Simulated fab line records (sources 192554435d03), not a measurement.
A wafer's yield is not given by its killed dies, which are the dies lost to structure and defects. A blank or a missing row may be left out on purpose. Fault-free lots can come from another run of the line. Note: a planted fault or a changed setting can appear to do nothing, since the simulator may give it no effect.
Code-filled problem report in 8D (eight disciplines) form || flow n5 finfet || the parts of the form that need people (team, actions taken, sign-off) are left out

## 1. PROBLEM STATEMENT
On 2 wafers of 1 lot, rf fwd power W at N5_BEOL_M3_ETCH_70 has a mean of 636 W; fault-free wafers read 836 W, standard deviation 3. Measured from the usual mean, that is -67 standard deviations.
The step: etches SOC in N2/H2, target depth 80 nm, overetch 16 nm, time 120 s.
Earliest sighting: wafer L766.4 on rie diel-03 at day 9 01:54. Wafers with a number at this step in the record: 15, from 5 lots. By rule, "out" or "out of limits" means more than 4 standard deviations away from the usual mean. Any other wafer with a number is counted as sound.

## 2. WHAT IT IS; WHAT IT IS NOT
{"question": "which readings at this step", "is": "rf fwd power W, rf vpp V", "is not": "drypump motor current A, oes product au, showerhead plenum p Torr, throttle valve pct"}
{"question": "which lots", "is": "L766", "is not": "L758, L779, L780, L781"}
{"question": "which wafers of those lots", "is": "L766.4, L766.5", "is not": "L766.1"}
{"question": "read on which tools", "is": "rie diel-03", "is not": "rie diel-06"}
{"question": "when", "is": "from day 9 01:54", "is not": "up to then (4 sound wafers); but 9 sound wafers of L779, L780, L781 came after"}

## 3. SUSPECTS, AND WHAT RULES EACH OUT
Counting: if a tool at a process step up to the reading ran every lot that is out, it stays a suspect. Sound lots after the first of them don't rule it out here, since some wafers of a struck lot are sound.
- rie diel-06 at N5_BEOL_M3_DESCUM_33 (chemistry O2, time 7 s): kept. It ran the lot that is out, L766 (day 8 22:37).
- rie diel-06 at N5_BEOL_M3_ETCH_77 (etches underlayer in N2/H2, target depth 6.5 nm, time 5.2 s): kept. It ran the lot that is out, L766 (day 8 22:40).
- rie diel-06 at N5_BEOL_M3_ETCH_69 (etches SiARC in CF4, target depth 15.6 nm, time 26 s): kept. It ran the lot that is out, L766 (day 8 22:41).
- ald sin-04 at N5_BEOL_M3_ALD_98 (deposits SiO2, target thk 2.5 nm, pulse time 1 s, co reactant pulse time 1 s): kept. It ran the lot that is out, L766 (day 8 23:03).
- rie diel-03 at N5_BEOL_M3_ETCHBACK_99 (etches SiO2 in CHF3, target depth 5 nm, time 10.4 s): kept. It ran the lot that is out, L766 (day 9 01:52).
- rie diel-03 at N5_BEOL_M3_ETCH_70 (etches SOC in N2/H2, target depth 80 nm, overetch 16 nm, time 120 s): kept. It ran the lot that is out, L766 (day 9 01:54). Out on those wafers are its own readings of rf fwd power W, rf vpp V.
- The sound lot-mates ran in chamber 3 of rie diel-06 at N5_BEOL_M3_DESCUM_33, but the wafers that are out ran in chamber 1.
- The sound lot-mates ran in chamber 3 of rie diel-06 at N5_BEOL_M3_ETCH_77, but the wafers that are out ran in chamber 1.
- The sound lot-mates ran in chamber 3 of rie diel-06 at N5_BEOL_M3_ETCH_69, but the wafers that are out ran in chamber 1.
- Within ald sin-04 at N5_BEOL_M3_ALD_98: the wafers that are out ran in chambers 0, 1; their sound lot-mates ran in chamber 3.
- The sound lot-mates ran in chamber 0 of rie diel-03 at N5_BEOL_M3_ETCHBACK_99, but the wafers that are out ran in chamber 1.
- The sound lot-mates ran in chamber 0 of rie diel-03 at N5_BEOL_M3_ETCH_70, but the wafers that are out ran in chamber 1.
Left after counting: rie diel-06 at N5_BEOL_M3_DESCUM_33, rie diel-06 at N5_BEOL_M3_ETCH_77, rie diel-06 at N5_BEOL_M3_ETCH_69, ald sin-04 at N5_BEOL_M3_ALD_98, rie diel-03 at N5_BEOL_M3_ETCHBACK_99, rie diel-03 at N5_BEOL_M3_ETCH_70.

## 4. THE CAUSE (what the simulator had put in)
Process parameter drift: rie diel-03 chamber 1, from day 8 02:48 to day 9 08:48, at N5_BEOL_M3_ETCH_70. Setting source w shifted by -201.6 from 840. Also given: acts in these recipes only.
After counting, 6 suspects remain, this tool included.

## 5. THE CHAIN OF EFFECTS, in route order
Rows list readings where the struck wafers' mean (over those with a number) sits beyond 3 standard deviations from the usual. Scope: only readings with a usual standard deviation given in the record; hours: median across lots of the time from each lot's start at the first step in this table that gives one to its start at this step; sigmas: change in usual standard deviations.
{"hours": 0, "step": "N5_BEOL_M3_ETCH_70", "reading": "rf fwd power W", "usual": "836 W", "on struck wafers": 636, "change": -200, "sigmas": -67}
{"hours": 0, "step": "N5_BEOL_M3_ETCH_70", "reading": "rf vpp V", "usual": "524.3 V", "on struck wafers": 569.3, "change": "+45.0", "sigmas": "+18"}
The process steps in it:
- N5_BEOL_M3_ETCH_70: etches SOC in N2/H2, target depth 80 nm, overetch 16 nm, time 120 s.
Later measuring or inspecting steps at which every struck wafer that the step has a row for has a number for every such reading, and none has moved that far: N5_BEOL_M4_RC_MEAS_101.

## 6. WHAT WOULD HAVE CAUGHT IT SOONER
The fault began at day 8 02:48; the first out-of-limits reading in this record came at day 9 01:54, 23 hours later.
